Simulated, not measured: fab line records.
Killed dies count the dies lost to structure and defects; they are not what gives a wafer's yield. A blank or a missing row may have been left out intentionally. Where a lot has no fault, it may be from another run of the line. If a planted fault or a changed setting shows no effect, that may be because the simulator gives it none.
Chamber matching | flow n5 finfet | cvd co-02 running N5_BEOL_M1_PRE_CLEAN_60: 3 sister chambers
The step time 15 s. 6 wafers are shown with their chamber, then 12 later ones without.

EACH WAFER AND ITS CHAMBER
wafer  | chamber | heater power w (W)
L090.1 | 1       | 60
L090.3 | 0       | 76
L090.5 | 0       | 76
L093.1 | 2       | 83
L093.2 | 1       | 60
L093.4 | 2       | 82

WAFERS MISSING THEIR CHAMBER
wafer  | heater power w (W)
L094.2 | 77
L094.4 | 75
L094.6 | 82
L095.1 | 75
L095.2 | 83
L095.3 | 60
L095.4 | 81
L095.5 | 74
L095.6 | 59
L096.2 | 75
L096.4 | 60
L096.6 | 83

WHICH CHAMBER EACH ONE RAN IN
wafer  | from the rows above | in truth
L094.2 | 0                   | 0
L094.4 | 0                   | 0
L094.6 | 2                   | 2
L095.1 | 0                   | 0
L095.2 | 2                   | 2
L095.3 | 1                   | 1
L095.4 | 2                   | 2
L095.5 | 0                   | 0
L095.6 | 1                   | 1
L096.2 | 0                   | 0
L096.4 | 1                   | 1
L096.6 | 2                   | 2
Correctly placed: 12 of 12. Not placeable from these rows: 0. Wrongly placed: 0.
How it was worked out, from the rows above alone: a wafer's distance from a chamber is the root of the sum, over the readings, of the square of ((its reading less the chamber's mean) divided by the reading's scatter). The wafer belongs to the nearest chamber; if the next one is less than 2 further off, it can't be placed. Each chamber's mean is taken over the wafers shown for it. The scatter is the square root of a quotient: the sum, over the shown wafers, of each reading's squared deviation from its chamber's mean, divided by wafers minus chambers.
